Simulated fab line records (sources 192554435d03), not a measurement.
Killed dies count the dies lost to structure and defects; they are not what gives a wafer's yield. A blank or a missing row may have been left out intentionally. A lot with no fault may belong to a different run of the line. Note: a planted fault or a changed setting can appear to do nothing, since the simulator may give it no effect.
fab line records    flow n5Finfet
[record] lots = 9  wafers = 24  lastDay = 17
route steps=1938 shown BEOL_M4@1071 PASSIVATION@1936
lots that met no fault: from a run of the same line without faults
startH: hours from the record's first day to the start of the lot's first wafer shown    waitH: hours from the lot's prior step to this one    " identical to the entry in the row above    L1.1+2: one row covering several wafers at once    - value missing, or start not given    * or withheld: withheld    < > ~ a bound
route shown NAME@n: names a module that has steps shown in the file, with the first one's number in the route    usual: mean/standard deviation taken from wafers without a fault    same: alike in all rows    chamber/n: place in a boat    sites: readings site by site    _std_site: the standard deviation of these    _edge_site: the outer-site mean with the inner-site mean subtracted    radiusMm: for every site, how far away it sits from the centre of the wafer    mask NAME#n: copy n    behind: tool/chamber where the wafer was last shaped    hold: what put the lot on hold/how long, in hours/how the hold closed    device: which transistor (n, p or np) failed to switch    end of line: at the end of the route, the tests of the same wafers    a step with no rows: only its recipe    killed: not the wafer's yield, but the dies lost to structure and defects at the first sort    map: shows each die of a wafer: x if killed, . if not, _ if none is there
set.NAME: the setting as run; set.NAME@STEP: as run at that earlier step    model.NAME: the simulator's own value behind a step, which no gauge read
a sample of lots followed through the steps of the route, with each step as a table and each wafer as a row
services: from which hour (startH, from the record's first day; less than 0 if before it) a tool's chamber was out of use, for how many hours, and why
[[steps]]
[step N5_BEOL_M4_ETCH_41]
[recipe] chemistry = CH3F/O2  target = SiCN  targetDepthA = 299  taperDeg = 2  timeS = 52.5  ionEnergyEv = 120  maskMaterial = TiN  pressureMtorr = 30  sourceW = 395  biasW = 75  Ar_flow_sccm = 150  CH3F_flow_sccm = 30  O2_flow_sccm = 20
[usual] biasW = 75.00/0.22  chamberPressureMTorr = 30.000/0.027  drypumpMotorCurrentA = 5.9/0.53  mfcArSccm = 150.1/0.49  oesProductAu = 0.76/0.064  rfVppV = 297.2/1.4  showerheadPlenumPTorr = 2.00/0.06  throttleValvePct = 16.38/0.24
[same] timeS = 52.5
lot.wafer  tool        chamber  startH  waitH  biasW  chamberPressureMTorr  drypumpMotorCurrentA  mfcArSccm  oesProductAu  rfHoursCounterH  rfVppV  showerheadPlenumPTorr  throttleValvePct
L343.3     rieDiel-02  2        -       -      74.76  29.994                6.1                   149.6      0.78          110              298.8   2.01                   16.29
L343.4     "           0        "       "      74.97  30.034                5.7                   149.8      0.79          148              297.9   2.00                   16.41
L343.6     "           1        "       "      74.87  30.011                6.7                   150.4      0.82          -                298.9   2.12                   16.08
L345.1     rieDiel-05  2        -       -      75.02  29.991                6.2                   150.6      0.71          201              296.8   2.00                   16.70
L345.2     "           3        "       "      74.98  30.011                5.5                   150.4      0.84          53               297.9   1.96                   16.22
L345.4     "           1        "       "      74.81  29.988                6.6                   149.5      0.77          117              298.3   2.03                   16.07
L347.2     rieDiel-05  1        -       -      75.35  29.998                6.6                   150.5      0.76          126              296.0   2.03                   16.05
L347.4     "           2        "       "      75.23  29.988                6.3                   150.7      0.71          209              297.5   2.00                   16.73
L347.6     "           0        "       "      75.04  29.982                6.4                   148.8      0.81          -                296.8   2.03                   16.38
L349.1     rieDiel-05  1        -       -      74.99  29.988                6.6                   150.2      0.75          134              296.5   2.02                   16.10
L349.4     "           3        "       "      74.82  30.009                5.4                   150.7      0.83          -                296.6   1.95                   16.24
L349.5     "           0        "       "      74.87  29.983                6.4                   149.9      0.80          -                296.6   2.02                   16.40
L351.2     rieDiel-02  1        -       -      74.75  30.013                6.7                   150.5      0.78          104              299.2   2.11                   16.11
L351.4     "           3        "       "      74.96  29.982                5.7                   150.0      0.70          228              295.9   1.99                   16.62
L351.5     "           0        "       "      75.23  29.959                5.7                   150.4      0.76          -                298.0   1.99                   16.46
L352.1     rieDiel-02  0        -       -      74.69  30.011                5.7                   150.3      0.76          174              297.3   1.99                   16.45
L352.3     "           3        "       "      75.06  30.020                5.7                   149.9      0.70          230              296.5   1.99                   16.61
L352.5     "           1        "       "      74.91  29.960                6.7                   150.5      0.80          -                298.8   2.11                   16.12
L355.5     rieDiel-05  3        -       -      74.56  30.016                5.5                   149.4      0.82          -                296.4   1.95                   16.24
L355.6     "           0        "       "      74.61  30.030                6.4                   150.3      0.80          -                297.6   2.02                   16.42
L357.2     rieDiel-05  2        -       -      74.85  30.006                6.2                   149.5      0.69          231              296.1   1.99                   16.76
L357.3     "           0        "       "      74.82  30.038                6.4                   149.8      0.79          132              297.7   2.02                   16.42
L356.3     rieDiel-06  1        -       -      74.81  30.060                5.5                   150.0      0.68          229              295.8   1.89                   16.80
L356.5     "           2        "       "      74.32  29.956                4.9                   149.3      0.65          -                298.9   2.06                   16.88
[step N5_BEOL_M4_DEGAS_44]
[recipe] ambient = vacuum  tempC = 250  timeS = 60
[usual] heaterPowerW = 339/32
[same] timeS = 60
lot.wafer  tool           chamber  startH  waitH  heaterPowerW
L343.3     pvdSputter-02  -        180.57  0.3    353
L343.4     "              -        "       "      325
L343.6     "              -        "       "      333
L345.1     pvdSputter-01  -        191.72  0.2    364
L345.2     "              -        "       "      385
L345.4     "              -        "       "      298
L347.2     pvdSputter-03  -        216.38  0.0    337
L347.4     "              -        "       "      336
L347.6     "              -        "       "      339
L349.1     pvdSputter-02  -        238.83  0.2    350
L349.4     "              -        "       "      324
L349.5     "              -        "       "      372
L351.2     pvdSputter-02  -        250.26  0.0    331
L351.4     "              -        "       "      351
L351.5     "              -        "       "      364
L352.1     pvdSputter-03  -        256.60  1.3    295
L352.3     "              -        "       "      339
L352.5     "              -        "       "      287
L355.5     pvdSputter-01  -        282.73  0.2    391
L355.6     "              -        "       "      358
L357.2     pvdSputter-02  -        287.64  0.2    345
L357.3     "              -        "       "      357
L356.3     pvdSputter-02  -        299.20  0.7    367
L356.5     "              -        "       "      331
[step N5_BEOL_M4_ALD_84]
[recipe] material = TaN  targetThkA = *  tempC = 275  aldPrecursorFamily = PDMAT  aldCoReactant = NH3  pressureTorr = 3  carrierFlowSccm = 1500  pulseTimeS = 2  purgeTimeS = 3  coReactantPurgeTimeS = 2  coReactantPulseTimeS = 3  aldCycles = 30  precursorVesselTempC = 75  precursorVesselPressureTorr = 26.25  precursorVesselCarrierSccm = 1000
[usual] aldCycles = 30/0  heaterPowerOuterW = 224/31  heaterPowerW = 409/51
[same] coReactantPulseTimeS = 3  purgeTimeS = 3
lot.wafer  tool         chamber  startH  waitH  aldCycles  heaterPowerOuterW  heaterPowerW
L343.3     aldMetal-02  2        180.69  0.1    30         268                492
L343.4     "            0        "       "      30         227                407
L343.6     "            1        "       "      30         250                452
L345.1     aldMetal-02  1        191.84  0.1    30         248                473
L345.2     "            0        "       "      30         230                418
L345.4     "            2        "       "      30         260                489
L347.2     aldMetal-04  1        216.48  0.0    30         232                394
L347.4     "            0        "       "      30         204                371
L347.6     "            0        "       "      30         203                365
L349.1     aldMetal-04  2        238.93  0.0    30         222                365
L349.4     "            0        "       "      30         204                372
L349.5     "            0        "       "      30         199                372
L351.2     aldMetal-04  1        250.38  0.1    30         226                394
L351.4     "            3        "       "      30         257                423
L351.5     "            1        "       "      30         224                404
L352.1     aldMetal-02  2        256.70  0.0    30         269                495
L352.3     "            3        "       "      30         167                329
L352.5     "            0        "       "      30         226                423
L355.5     aldMetal-02  0        283.05  0.3    35         231                421
L355.6     "            1        "       "      30         244                447
L357.2     aldMetal-02  2        287.83  0.1    30         271                484
L357.3     "            0        "       "      35         231                418
L356.3     aldMetal-02  0        299.30  0.0    35         231                406
L356.5     "            3        "       "      35         163                317
[step N5_BEOL_M4_SPUTTER_79]
[recipe] material = Cu  targetThkA = 45  tempC = -20  chamberPressurePa = 0.07  powerW = withheld  timeS = 8.29
[usual] substrateTempC = -20.01/0.11  throttleValvePct = 30.2/1
[same] timeS = 8.29
lot.wafer  tool           chamber  startH  waitH  substrateTempC  throttleValvePct
L343.3     pvdSputter-01  -        181.63  0.1    -20.11          29.8
L343.4     "              -        "       "      -19.71          31.8
L343.6     "              -        "       "      -19.88          30.2
L345.1     pvdSputter-03  -        194.54  0.1    -20.11          31.6
L345.2     "              -        "       "      -19.93          28.9
L345.4     "              -        "       "      -20.13          30.3
L347.2     pvdSputter-03  -        217.15  0.1    -19.95          28.7
L347.4     "              -        "       "      -20.05          30.5
L347.6     "              -        "       "      -20.19          31.4
L349.1     pvdSputter-03  -        239.85  0.1    -19.97          30.2
L349.4     "              -        "       "      -20.00          31.3
L349.5     "              -        "       "      -19.95          30.2
L351.2     pvdSputter-01  -        252.89  0.1    -19.94          31.8
L351.4     "              -        "       "      -20.04          30.0
L351.5     "              -        "       "      -19.99          30.2
L352.1     pvdSputter-03  -        257.48  0.1    -20.26          31.5
L352.3     "              -        "       "      -20.00          30.4
L352.5     "              -        "       "      -20.02          28.7
L355.5     pvdSputter-03  -        283.78  0.0    -19.89          28.6
L355.6     "              -        "       "      -20.15          31.2
L357.2     pvdSputter-01  -        290.53  0.1    -19.98          30.3
L357.3     "              -        "       "      -19.93          29.6
L356.3     pvdSputter-02  -        300.18  0.1    -19.99          30.0
L356.5     "              -        "       "      -20.13          30.2
[step N5_BEOL_M4_RC_MEAS_101]
[usual] CHAIN_V3 = 230/8.5  CHAIN_V3_max_site = 239/8.4  DIBL_N = 36.3/2  DIBL_P = 36.3/2.4  IOFF_N = 0.16/0.034  IOFF_P = 0.21/0.035  ION_N = 672/12  ION_P = 459/6.5  SS_N = 71.6/0.67  SS_P = 73.3/0.71  VT_N = 250/3.5  VT_P = -251/3
lot.wafer  tool       chamber  startH  waitH  CHAIN_V3[ohm/link]  CHAIN_V3_max_site[ohm/link]  DIBL_N[mV/V]  DIBL_P[mV/V]  IOFF_N[nA/um]  IOFF_P[nA/um]  ION_N[uA/um]  ION_P[uA/um]  SS_N[mV/dec]  SS_P[mV/dec]  VT_N[mV]  VT_P[mV]
L343.3     prober-02  0        184.97  0.3    228                 241                          35.0          34.4          0.14           0.18           666           453           71.1          73.2          249       -254
L343.4     "          0        "       "      221                 228                          33.2          31.5          0.10           0.13           647           440           70.8          72.8          256       -256
L343.6     "          0        "       "      232                 236                          33.3          32.3          0.11           0.15           650           452           70.9          72.7          256       -253
L345.1     prober-02  0        197.18  0.0    228                 240                          35.9          34.6          0.14           0.17           657           444           71.6          73.7          255       -256
L345.2     "          0        "       "      250                 258                          39.3          38.7          0.22           0.23           689           463           73.1          74.5          247       -251
L345.4     "          0        "       "      232                 239                          35.9          34.3          0.15           0.16           672           452           72.0          73.3          251       -256
L347.2     prober-02  0        219.97  0.2    242                 255                          31.6          31.6          0.11           0.16           650           451           71.4          72.7          258       -253
L347.4     "          0        "       "      229                 238                          33.2          33.4          0.13           0.18           660           457           70.7          72.2          252       -251
L347.6     "          0        "       "      227                 233                          33.5          34.0          0.14           0.20           668           458           71.6          73.1          251       -248
L349.1     prober-02  0        242.48  0.0    247                 252                          36.2          34.9          0.14           0.16           668           452           71.8          73.0          253       -257
L349.4     "          0        "       "      228                 235                          40.1          40.8          0.23           0.26           681           462           72.4          73.9          245       -251
L349.5     "          0        "       "      206                 221                          39.7          37.9          0.20           0.21           677           453           73.6          73.3          252       -252
L351.2     prober-01  0        255.75  0.2    221                 229                          36.1          37.2          0.15           0.21           664           455           71.5          73.3          249       -251
L351.4     "          0        "       "      217                 227                          35.3          36.9          0.16           0.21           692           476           71.4          73.0          247       -251
L351.5     "          0        "       "      224                 233                          37.2          38.8          0.19           0.23           683           462           72.4          73.6          246       -249
L352.1     prober-02  0        260.12  0.0    238                 243                          37.1          36.1          0.15           0.19           667           455           71.9          72.6          250       -252
L352.3     "          0        "       "      223                 230                          38.7          37.1          0.16           0.20           661           450           72.4          73.5          250       -251
L352.5     "          0        "       "      239                 251                          39.6          38.6          0.18           0.23           677           460           71.6          73.8          249       -248
L355.5     prober-01  0        287.00  0.6    272                 276                          36.1          36.9          0.17           0.23           656           454           71.5          73.2          250       -248
L355.6     "          0        "       "      234                 240                          35.6          36.2          0.15           0.22           669           455           71.2          73.1          250       -251
L357.2     prober-02  0        293.44  0.2    236                 242                          39.0          39.1          0.19           0.24           676           463           72.7          73.7          249       -249
L357.3     "          0        "       "      246                 258                          37.7          38.0          0.17           0.22           674           470           72.5          73.3          251       -251
L356.3     prober-02  0        303.27  0.3    274                 283                          36.9          37.7          0.16           0.22           669           469           70.7          72.8          249       -245
L356.5     "          0        "       "      264                 269                          36.7          38.0          0.16           0.22           684           474           72.0          73.5          249       -248
// sites CHAIN_V3 radiusMm=0,75,75,75,75,140,140,140,140
L343.3 225 228 241 225 230 228 241 226 232
L345.1 224 228 225 219 231 240 221 231 238
L347.2 232 237 238 242 239 244 255 246 250
L349.1 233 241 247 242 237 248 247 251 252
L351.2 225 221 224 222 229 204 220 208 207
L352.1 229 243 238 240 241 230 239 233 235
L355.5 255 273 263 271 261 272 276 272 272
L357.2 236 233 238 232 242 232 227 238 237
L356.3 277 279 274 271 279 264 272 273 283
[step N5_PASSIVATION_PROBE_49]
[usual] defectLimitedYield = 91.4/1.5  killed_at_M0_to_M3 = 33/11  killed_at_M4_up = 14/5.3  killedAtContacts = 13/6.2  killedAtFrontEnd = 39/13  killedAtOther = 3.1/2.8  killedDies = 102/17  killedOpen = 68/13  killedShort = 32/7.8  sort_bin_4_leakage = 0.00/0.007  sort_bin_5_function = 5.1/0.95  sort_bin_6_memory = 3.2/0.7  sort_bin_8_speed = 0.02/0.16  sortNPass = 1078/18  sortYieldPct = 91.3/1.5
[same] grossDies = 1180  killedAtBackSide = 0
lot.wafer  tool       chamber  startH  waitH  defectLimitedYield[%]  killed_at_M0_to_M3  killed_at_M4_up  killedAtContacts  killedAtFrontEnd  killedAtOther  killedDies  killedOpen  killedShort  sort_bin_4_leakage[%]  sort_bin_5_function[%]  sort_bin_6_memory[%]  sort_bin_8_speed[%]  sortNPass  sortYieldPct[%]
L347.2     prober-01  -        319.40  0.1    92.8                   20                  14               7                 43                1              85          58          27           0                      3.6                     3.6                   0                    1095       92.8
L347.4     prober-01  -        319.50  0.2    91.8                   29                  11               17                39                1              97          69          28           0                      5.2                     2.6                   0                    1083       91.8
L347.6     prober-01  -        319.60  0.3    92.5                   34                  16               9                 28                1              88          55          33           0                      3.9                     3.2                   0                    1092       92.5
L352.1     prober-01  -        371.70  0.0    93.4                   19                  19               6                 28                6              78          51          24           0                      4.1                     2.5                   0                    1102       93.4
L352.3     prober-01  -        371.80  0.1    90.8                   35                  22               5                 45                1              108         70          36           0                      5.5                     3.4                   0                    1072       90.8
L352.5     prober-01  -        371.90  0.2    91.2                   38                  16               4                 38                8              104         62          42           0                      5.3                     2.9                   0                    1076       91.2
L355.5     prober-02  -        388.83  0.2    92.1                   25                  11               18                36                3              93          53          40           0                      4.7                     3.0                   0                    1087       92.1
L355.6     prober-02  -        388.88  0.3    90.3                   38                  12               16                47                1              114         77          37           0                      5.7                     3.6                   0                    1066       90.3
L357.2     prober-01  -        394.66  0.1    90.6                   25                  21               14                49                2              111         73          38           0                      5.9                     3.0                   0                    1069       90.6
L357.3     prober-01  -        394.71  0.1    90.7                   22                  14               9                 58                7              110         73          36           0                      5.2                     3.9                   0                    1070       90.7
L356.3     prober-01  -        409.93  0.1    92.4                   40                  8                23                17                2              90          67          23           0                      4.6                     2.9                   0                    1090       92.4
L356.5     prober-01  -        410.03  0.2    92.1                   33                  16               16                25                3              93          58          35           0                      3.9                     3.4                   0                    1087       92.1
// killed by level:class
L347.2 FIN_SAQP:geometricParticle:open=12 FIN_SAQP:geometricParticle:short=10 BEOL_M4:geometricParticle:open=9 STI_FIN_REVEAL:geometricParticle:open=6 BEOL_M1:geometricParticle:open=6 MOL_CONTACT_COAG:geometricParticle:open=5 STARTING-WAFER:geometricParticle:open=5 BEOL_M0_SAQP:geometricParticle:short=4
L347.4 FIN_SAQP:geometricParticle:open=15 MOL_CONTACT_COAG:geometricParticle:open=14 STI_FIN_REVEAL:geometricParticle:open=8 BEOL_M4:geometricParticle:open=8 FIN_SAQP:geometricParticle:short=6 BEOL_M0_SAQP:geometricParticle:open=6 BEOL_M0_SAQP:geometricParticle:short=6 BEOL_M1:geometricParticle:open=6
L347.6 BEOL_M0_SAQP:geometricParticle:short=14 BEOL_M0_SAQP:geometricParticle:open=10 STI_FIN_REVEAL:geometricParticle:open=8 MOL_CONTACT_COAG:geometricParticle:open=7 FIN_SAQP:geometricParticle:open=4 BEOL_M1:geometricParticle:open=4 BEOL_M2:geometricParticle:open=4 FIN_SAQP:geometricParticle:short=3
L352.1 BEOL_M4:geometricParticle:open=14 FIN_SAQP:geometricParticle:open=9 FIN_SAQP:geometricParticle:short=5 BEOL_M1:geometricParticle:short=5 MOL_CONTACT_COAG:geometricParticle:open=4 BEOL_M1:geometricParticle:open=4 BEOL_M0:geometricParticle:open=3 BEOL_M3:geometricParticle:open=3
L352.3 FIN_SAQP:geometricParticle:open=14 BEOL_M4:geometricParticle:open=13 FIN_SAQP:geometricParticle:short=11 BEOL_M2:geometricParticle:open=9 BEOL_M0_SAQP:geometricParticle:short=5 BEOL_M1:geometricParticle:open=5 BEOL_M3:geometricParticle:open=5 BEOL_M0_SAQP:geometricParticle:open=4
L352.5 BEOL_M4:geometricParticle:open=12 BEOL_M1:geometricParticle:open=11 BEOL_M0_SAQP:geometricParticle:open=8 FIN_SAQP:geometricParticle:open=6 GATE_CUT:geometricParticle:short=6 BEOL_M0_SAQP:geometricParticle:short=6 FIN_SAQP:geometricParticle:short=5 DUMMY_GATE:geometricParticle:open=5
L355.5 MOL_CONTACT_COAG:geometricParticle:open=15 BEOL_M2:geometricParticle:open=10 FIN_SAQP:geometricParticle:short=9 FIN_SAQP:geometricParticle:open=7 GATE_CUT:geometricParticle:short=7 BEOL_M4:geometricParticle:short=5 BEOL_M0_SAQP:geometricParticle:short=4 MOL_CONTACT_COAG:geometricParticle:short=3
L355.6 MOL_CONTACT_COAG:geometricParticle:open=13 DUMMY_GATE:geometricParticle:open=10 BEOL_M4:geometricParticle:open=10 BEOL_M0_SAQP:geometricParticle:short=10 BEOL_M2:geometricParticle:open=9 FIN_SAQP:geometricParticle:short=8 FIN_SAQP:geometricParticle:open=7 BEOL_M0_SAQP:geometricParticle:open=7
L357.2 MOL_CONTACT_COAG:geometricParticle:open=11 BEOL_M0_SAQP:geometricParticle:short=11 BEOL_M4:geometricParticle:open=10 FIN_SAQP:geometricParticle:open=8 GATE_CUT:geometricParticle:short=8 BEOL_M0_SAQP:geometricParticle:open=8 DUMMY_GATE:geometricParticle:open=7 STI_FIN_REVEAL:geometricParticle:open=5
L357.3 FIN_SAQP:geometricParticle:open=17 FIN_SAQP:geometricParticle:short=9 BEOL_M0_SAQP:geometricParticle:short=9 BEOL_M4:geometricParticle:open=9 MOL_CONTACT_COAG:geometricParticle:open=8 GATE_CUT:geometricParticle:open=7 STI_FIN_REVEAL:geometricParticle:open=5 ILD0:geometricParticle:open=5
L356.3 MOL_CONTACT_COAG:geometricParticle:open=19 BEOL_M1:geometricParticle:open=10 BEOL_M0_SAQP:geometricParticle:open=9 BEOL_M2:geometricParticle:open=6 BEOL_M3:geometricParticle:open=5 MOL_CONTACT_COAG:geometricParticle:short=4 BEOL_M3:geometricParticle:short=4 FIN_SAQP:geometricParticle:short=3
L356.5 MOL_CONTACT_COAG:geometricParticle:open=12 BEOL_M0_SAQP:geometricParticle:short=11 STI_FIN_REVEAL:geometricParticle:open=6 BEOL_M8:geometricParticle:open=6 BEOL_M0_SAQP:geometricParticle:open=5 BEOL_M3:geometricParticle:open=5 FIN_SAQP:geometricParticle:open=4 MOL_CONTACT_COAG:geometricParticle:short=4
[[services]]
tool           chamber  startH  hours  kind
rieDiel-05     0        161.45  14.5   repair
aldMetal-02    -        170.34  8.7    pm
rieDiel-05     2        176.47  4.3    repair
aldMetal-02    3        181.73  24.7   repair
aldMetal-02    0        185.49  2.1    repair
aldMetal-04    0        188.48  10.4   repair
pvdSputter-02  -        197.53  7.5    repair
rieDiel-02     -        212.23  1.0    repair
rieDiel-06     -        227.77  0.4    repair
rieDiel-05     3        229.94  6.9    repair
rieDiel-05     2        235.44  7.4    repair
rieDiel-05     -        260.09  1.4    repair
rieDiel-06     0        287.51  -      clean
rieDiel-06     0        287.51  -      consumableReplace:focusRing
rieDiel-06     0        287.51  -      consumableReplace:showerhead
rieDiel-06     0        287.51  16.2   scheduledDown
rieDiel-06     0        287.51  16.2   ventCycle
rieDiel-02     0        294.09  10.7   repair
[[key]]
[firstSign] step = N5_BEOL_M4_ALD_84  reading = aldCycles  direction = up  sigmas = 99+  usual = *  struck = *
[effect] step = N5_BEOL_M4_RC_MEAS_101  reading = CHAIN_V3  direction = up  sigmas = 4  usual = 230  struck = 264
[effect] step = N5_BEOL_M4_RC_MEAS_101  reading = CHAIN_V3_max_site  direction = up  sigmas = 3.9  usual = 239  struck = 272
metAt N5_BEOL_M4_ALD_84
struckLots L355,L356,L357
struckWafers L355.5,L356.3,L356.5,L357.3
notActingAt N5_BEOL_M4_ETCH_41,N5_BEOL_M4_DEGAS_44,N5_BEOL_M4_SPUTTER_79
onsetBetween 256.70 283.05
[fault] kind = processParameterDrift  tool = aldMetal-02  chamber = -  onsetH = 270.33  steps = N5_BEOL_M4_ALD_84  channel = aldCycles  offset = *  shape = step  endH = 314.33  scope = struckWafersOnly  actsIn = *  stated = *
